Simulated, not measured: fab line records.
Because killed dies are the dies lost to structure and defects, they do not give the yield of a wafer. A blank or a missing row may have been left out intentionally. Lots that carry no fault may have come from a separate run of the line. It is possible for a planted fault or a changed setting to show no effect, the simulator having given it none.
fab line records    flow n5_finfet    part 2 of 2: steps 22 to 26 of 26
record lots=5  wafers=15  last_day=17
route steps=1938 shown BEOL_M1@769
lots that met no fault: taken from a fault-free run of the same line
start_h: start of the lot's first displayed wafer, in hours after the record's first day    wait_h: how many hours have passed since the lot's step before this one    " identical to the entry in the row above    L1.1+2: one row covering several wafers at once    - either no value or no given start    * or withheld: withheld    < > ~ a bound
route shown NAME@n: a module of which the file shows steps, and the number in the route of the first    usual: mean/standard deviation taken from wafers without a fault    same: alike in all rows    chamber/n: place in a boat    sites: each site's reading    _std_site: standard deviation of those values    _edge_site: the outer-site mean with the inner-site mean subtracted    radius_mm: for every site, how far away it sits from the centre of the wafer    mask NAME#n: copy n    behind: tool/chamber where the wafer was last shaped    hold: why the lot went on hold/how many hours it stayed there/how the hold came to an end    device: which transistor (n, p or np) failed to switch    end of line: at the end of the route, the tests of the same wafers    where a step has no rows: the recipe by itself    killed: count of dies lost to structure and defects at first sort (not the wafer's yield)    map: a wafer's dies, marking killed ones x, the rest . and places with no die _
set.NAME: the run value of the setting; set.NAME@STEP: its run value at that earlier step    model.NAME: the simulator's own value behind a step, which no gauge read
lots at some steps of the route; a table a step, a row a wafer
services: a tool's chamber out of use, with start hour (start_h, from the record's first day; less than 0 if before it), hours out, and reason
## steps
# step N5_BEOL_M1_ETCH_77
# recipe chemistry=N2/H2  target=underlayer  target_depth_a=65  mask_material=CAR-EUV  time_s=5.2  ion_energy_ev=200  pressure_mtorr=30  source_w=840  bias_w=150  n2_flow_sccm=200  h2_flow_sccm=200  ends=cleared
# usual drypump_motor_current_A=5.9/0.55  etch_rf_on_time_s=5.23/0.17  oes_product_au=0.69/0.072  rf_vpp_V=523.8/2.4  showerhead_plenum_p_Torr=2.54/0.081  throttle_valve_pct=17.78/0.25
lot.wafer  tool         chamber  start_h  wait_h  drypump_motor_current_A  etch_rf_on_time_s  oes_product_au  rf_hours_counter_h  rf_vpp_V  showerhead_plenum_p_Torr  throttle_valve_pct
L083.2     rie_diel-01  3        184.04   0.0     6.3                      5.41               0.63            181                 521.7     2.50                      17.38
L083.5     "            0        "        "       5.1                      5.02               0.75            -                   521.1     2.48                      17.58
L083.6     "            3        "        "       6.3                      5.43               0.62            -                   524.1     2.50                      17.36
L084.3     rie_diel-02  0        187.26   0.0     5.6                      5.35               0.84            0                   525.1     2.63                      17.94
L084.5     "            3        "        "       6.0                      5.34               0.60            -                   523.7     2.51                      18.14
L084.6     "            0        "        "       5.6                      5.28               0.86            -                   524.9     2.63                      17.96
L086.1     rie_diel-02  3        204.37   0.0     6.0                      5.36               0.59            186                 522.3     2.51                      18.15
L086.3     "            1        "        "       5.4                      5.14               0.64            169                 521.6     2.54                      17.82
L086.6     "            0        "        "       5.6                      5.34               0.81            -                   524.8     2.63                      17.96
L091.1     rie_diel-02  0        225.99   0.0     5.6                      5.38               0.79            11                  525.9     2.63                      17.98
L091.3     "            3        "        "       6.0                      5.40               0.59            192                 523.5     2.51                      18.18
L091.4     "            1        "        "       5.4                      5.20               0.63            176                 521.8     2.54                      17.80
L096.2     rie_diel-01  3        255.18   0.0     6.2                      5.45               0.60            203                 522.7     2.49                      17.40
L096.3     "            0        "        "       5.1                      4.98               0.72            60                  523.4     2.47                      17.65
L096.5     "            3        "        "       6.3                      5.48               0.61            -                   522.7     2.49                      17.41
# step N5_BEOL_M1_ETCH_69
# recipe chemistry=CF4  target=SiARC  target_depth_a=156  mask_material=CAR-EUV  time_s=26  ion_energy_ev=80  pressure_mtorr=40  source_w=545  bias_w=36  Ar_flow_sccm=100  cf4_flow_sccm=100  ends=cleared
# usual drypump_motor_current_A=5.9/0.55  etch_rf_on_time_s=26.2/0.94  oes_product_au=0.69/0.074  rf_vpp_V=184.0/1  showerhead_plenum_p_Torr=2.14/0.063  throttle_valve_pct=15.51/0.22
lot.wafer  tool         chamber  start_h  wait_h  drypump_motor_current_A  etch_rf_on_time_s  oes_product_au  rf_hours_counter_h  rf_vpp_V  showerhead_plenum_p_Torr  throttle_valve_pct
L083.2     rie_diel-01  3        184.05   0.0     6.3                      27.7               0.62            181                 183.2     2.12                      15.35
L083.5     "            0        "        "       5.1                      25.5               0.75            -                   183.1     2.09                      15.20
L083.6     "            3        "        "       6.3                      27.4               0.62            -                   182.9     2.12                      15.36
L084.3     rie_diel-02  0        187.27   0.0     5.6                      26.5               0.85            0                   183.1     2.17                      15.37
L084.5     "            3        "        "       6.0                      27.0               0.60            -                   184.1     2.14                      15.98
L084.6     "            0        "        "       5.6                      26.5               0.84            -                   185.5     2.17                      15.38
L086.1     rie_diel-02  3        204.39   0.0     6.0                      27.2               0.58            186                 183.1     2.14                      16.01
L086.3     "            1        "        "       5.3                      25.7               0.64            169                 184.5     2.14                      15.60
L086.6     "            0        "        "       5.6                      27.0               0.80            -                   184.0     2.17                      15.39
L091.1     rie_diel-02  0        226.01   0.0     5.6                      27.0               0.78            11                  184.9     2.17                      15.39
L091.3     "            3        "        "       6.0                      27.3               0.59            192                 183.0     2.13                      16.01
L091.4     "            1        "        "       5.4                      25.9               0.63            176                 183.9     2.14                      15.61
L096.2     rie_diel-01  3        255.20   0.0     6.3                      27.6               0.61            203                 182.6     2.11                      15.39
L096.3     "            0        "        "       5.1                      25.2               0.72            60                  184.0     2.08                      15.26
L096.5     "            3        "        "       6.3                      27.4               0.61            -                   184.4     2.11                      15.39
# step N5_BEOL_M1_ALD_98
# recipe material=SiO2  target_thk_a=25  temp_c=100  ald_precursor_family=BDEAS  ald_co_reactant=O2-plasma  pulse_time_s=1  co_reactant_pulse_time_s=1  purge_time_s=2  co_reactant_purge_time_s=2  ald_cycles=17  pressure_torr=2
# usual heater_power_w=78/6.8  precursor_pulse_height_rel=0.999/0.02
# same co_reactant_purge_time_s=2
lot.wafer  tool        chamber  start_h  wait_h  heater_power_w  precursor_pulse_height_rel
L083.2     ald_sin-03  3        184.14   0.1     91              0.984
L083.5     "           1        "        "       69              0.992
L083.6     "           0        "        "       76              0.989
L084.3     ald_sin-04  3        187.93   0.6     73              1.041
L084.5     "           2        "        "       90              0.988
L084.6     "           3        "        "       73              1.019
L086.1     ald_sin-03  0        204.47   0.1     78              0.963
L086.3     "           2        "        "       85              0.994
L086.6     "           2        "        "       85              0.986
L091.1     ald_sin-03  2        226.09   0.1     86              1.006
L091.3     "           0        "        "       79              0.984
L091.4     "           1        "        "       68              1.021
L096.2     ald_sin-04  2        255.28   0.1     91              1.009
L096.3     "           1        "        "       73              1.020
L096.5     "           1        "        "       72              1.033
# step N5_BEOL_M1_ETCHBACK_99
# recipe chemistry=CHF3  target=SiO2  target_depth_a=50  time_s=10.4  source_w=215  bias_w=47  Ar_flow_sccm=200  CHF3_flow_sccm=12  ion_energy_ev=100  pressure_mtorr=30
# usual drypump_motor_current_A=6.0/0.57  oes_product_au=0.79/0.079  rf_vpp_V=239/7.4  showerhead_plenum_p_Torr=2.14/0.073  throttle_valve_pct=16.94/0.28
lot.wafer  tool         chamber  start_h  wait_h  drypump_motor_current_A  oes_product_au  rf_hours_counter_h  rf_vpp_V  showerhead_plenum_p_Torr  throttle_valve_pct
L083.2     rie_diel-02  3        185.09   0.9     6.0                      0.70            180                 245       2.13                      17.38
L083.5     "            2        "        "       6.2                      0.90            -                   237       2.29                      16.83
L083.6     "            1        "        "       5.3                      0.76            -                   241       2.15                      17.03
L084.3     rie_diel-04  2        193.71   5.7     5.7                      0.72            172                 244       2.05                      16.89
L084.5     "            3        "        "       6.7                      0.81            -                   242       2.06                      16.75
L084.6     "            2        "        "       5.7                      0.72            -                   244       2.05                      16.90
L086.1     rie_diel-01  2        209.58   5.1     6.8                      0.77            134                 243       2.06                      16.63
L086.3     "            0        "        "       5.1                      0.88            45                  243       2.08                      16.60
L086.6     "            0        "        "       5.1                      0.88            -                   244       2.08                      16.60
L091.1     rie_diel-01  0        226.21   0.1     5.1                      0.87            51                  242       2.08                      16.61
L091.3     "            1        "        "       6.3                      0.85            58                  230       2.20                      17.27
L091.4     "            1        "        "       6.3                      0.85            -                   227       2.20                      17.27
L096.2     rie_diel-01  1        256.36   1.0     6.4                      0.85            66                  228       2.20                      17.30
L096.3     "            2        "        "       6.8                      0.76            144                 243       2.05                      16.63
L096.5     "            2        "        "       6.8                      0.76            -                   242       2.05                      16.64
# step N5_BEOL_M1_ETCH_70
# recipe chemistry=N2/H2  target=SOC  target_depth_a=800  overetch_a=160  mask_material=SiARC  temp_c=40  time_s=120  ion_energy_ev=200  pressure_mtorr=30  source_w=840  bias_w=150  n2_flow_sccm=200  h2_flow_sccm=200
# usual drypump_motor_current_A=6.0/0.57  oes_product_au=0.61/0.053  rf_vpp_V=523.7/2.3  showerhead_plenum_p_Torr=2.54/0.078  throttle_valve_pct=17.72/0.27
lot.wafer  tool         chamber  start_h  wait_h  drypump_motor_current_A  oes_product_au  rf_hours_counter_h  rf_vpp_V  showerhead_plenum_p_Torr  throttle_valve_pct
L083.2     rie_diel-02  3        185.12   0.0     6.0                      0.55            180                 521.5     2.52                      18.10
L083.5     "            2        "        "       6.2                      0.68            -                   529.6     2.69                      17.51
L083.6     "            1        "        "       5.4                      0.58            -                   522.6     2.54                      17.76
L084.3     rie_diel-04  2        193.75   0.0     5.7                      0.56            172                 520.6     2.43                      17.67
L084.5     "            3        "        "       6.7                      0.61            -                   522.2     2.43                      17.54
L084.6     "            2        "        "       5.7                      0.56            -                   520.6     2.44                      17.68
L086.1     rie_diel-01  2        209.62   0.0     6.8                      0.59            134                 520.2     2.47                      17.61
L086.3     "            0        "        "       5.1                      0.66            45                  520.8     2.48                      17.55
L086.6     "            0        "        "       5.1                      0.66            -                   521.8     2.48                      17.56
L091.1     rie_diel-01  0        226.25   0.0     5.1                      0.65            51                  521.1     2.48                      17.56
L091.3     "            1        "        "       6.4                      0.66            58                  523.5     2.57                      17.84
L091.4     "            1        "        "       6.4                      0.66            -                   524.9     2.57                      17.84
L096.2     rie_diel-01  1        256.40   0.0     6.4                      0.65            66                  525.5     2.56                      17.84
L096.3     "            2        "        "       6.8                      0.58            144                 522.6     2.46                      17.64
L096.5     "            2        "        "       6.8                      0.58            -                   520.5     2.46                      17.63
## services
tool            chamber  start_h  hours  kind
rie_metal-03    -        160.87   28.1   pm
rie_diel-01     3        165.35   3.0    repair
rie_diel-02     0        172.64   -      clean
rie_diel-02     0        172.64   -      consumable_replace:focus_ring
rie_diel-02     0        172.64   14.3   scheduled_down
rie_diel-02     0        172.64   14.3   vent_cycle
ald_sin-03      3        204.97   1.7    repair
euv_scanner-02  -        212.17   1.0    pm
euv_scanner-01  -        213.21   1.0    pm
rie_diel-01     2        220.07   16.1   repair
rie_metal-01    -        225.67   1.5    repair
euv_scanner-01  0        226.56   -      calibration
euv_scanner-02  -        230.46   4.6    pm
litho_track-03  -        246.46   -      consumable_replace:filter
